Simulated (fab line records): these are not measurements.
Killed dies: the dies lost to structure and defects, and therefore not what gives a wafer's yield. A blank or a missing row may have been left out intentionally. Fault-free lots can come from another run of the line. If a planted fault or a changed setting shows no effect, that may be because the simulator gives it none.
Split-lot study | flow n5-finfet | 7 lots, 21 wafers read, on a route of 1938 steps

== ABOUT THE SPLIT ==
At N5_SD_EPI_P_COAT_34 (time 60 s, resist thk 350 nm), the setting spin-rpm was moved away from the recipe's 1500 rpm on 6 of the 21 wafers read, by -10.0% to +8.5%. All remaining wafers had this setting at the recipe value.

Reading taken at the split's own step.

== THE READING ==
SOC_of_SD_EPI_P_COAT_34.thk-nm (the simulator's own value, which no gauge read), in nm, at N5_SD_EPI_P_COAT_34 (time 60 s, resist thk 350 nm). No usual value for it is given in the file. Average 350.2 nm, standard deviation 1.1 nm, over the 15 wafers here run with the recipe.

wafer  | tool, chamber at the split | spin-rpm as run, rpm | against the recipe | SOC_of_SD_EPI_P_COAT_34.thk-nm, nm | against lot-mates on the recipe
L076.1 | litho-track-04, 0          | 1500                 | recipe             | 351.2                              | -
L076.3 | litho-track-04, 0          | 1500                 | recipe             | 351.6                              | -
L076.5 | litho-track-04, 0          | 1500                 | recipe             | 351.6                              | -
L077.2 | litho-track-04, 0          | 1628                 | +8.5%              | 336.6                              | -14.0
L077.3 | litho-track-04, 0          | 1500                 | recipe             | 350.6                              | -
L077.6 | litho-track-04, 0          | 1628                 | +8.5%              | 337                                | -13.6
L078.3 | litho-track-04, 0          | 1500                 | recipe             | 349.6                              | -
L078.4 | litho-track-04, 0          | 1500                 | recipe             | 349.2                              | -
L078.6 | litho-track-04, 0          | 1500                 | recipe             | 348.2                              | -
L080.3 | litho-track-05, 0          | 1500                 | recipe             | 348.8                              | -
L080.5 | litho-track-05, 0          | 1500                 | recipe             | 348.8                              | -
L080.4 | litho-track-05, 0          | 1500                 | recipe             | 350.4                              | -
L083.3 | litho-track-05, 0          | 1500                 | recipe             | 349.8                              | -
L083.5 | litho-track-05, 0          | 1574                 | +4.9%              | 340.4                              | -9.4
L083.6 | litho-track-05, 0          | 1574                 | +4.9%              | 341                                | -8.8
L086.1 | litho-track-05, 0          | 1500                 | recipe             | 350.4                              | -
L086.3 | litho-track-05, 0          | 1562                 | +4.1%              | 342                                | -8.0
L086.5 | litho-track-05, 0          | 1500                 | recipe             | 349.6                              | -
L091.1 | litho-track-01, 0          | 1500                 | recipe             | 351.4                              | -
L091.3 | litho-track-01, 0          | 1350                 | -10.0%             | 372.4                              | +20.8
L091.4 | litho-track-01, 0          | 1500                 | recipe             | 351.8                              | -

THE FIT
A straight line over all 21 wafers: SOC_of_SD_EPI_P_COAT_34.thk-nm changes by -1.88 nm for each +1% of spin-rpm; r = -0.98; the points scatter about the line by 1.5 nm.
The same after taking each lot's own level away (the mean of its wafers on the recipe; 21 wafers): -1.84 nm for each +1%; r = -0.99; scatter 0.89 nm.
The reading moves by 18 nm for the largest change in spin-rpm, on that fit.
Across the lots, their own levels run from 349.00 to 351.60 nm, a range of 2.3 times the standard deviation given above.
Consequently the slope shifts little with the lot-to-lot level, the two slopes agreeing.
Check: with one of the wafers moved furthest among these (-10.0%) left out of the fit, the line predicts +16.8 nm for it against its lot-mates. It came out at +20.8 nm against them.

== FURTHER SPLITS ON THESE WAFERS ==
Other splits were also applied to these wafers ahead of the reading. Each is held against what the fit with the lots' levels taken away leaves over:
other split on the same wafers  | wafers away from the commonest value | r with SOC_of_SD_EPI_P_COAT_34.thk-nm (lot level and that fit taken away)
N5_DUMMY_GATE_EXPOSE_12 dose-mj | 7                                    | -0.13

== FILE'S OWN FIT ==
SOC_of_SD_EPI_P_COAT_34.thk-nm changes by -1.88 nm for each +1% of spin-rpm, r = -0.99.
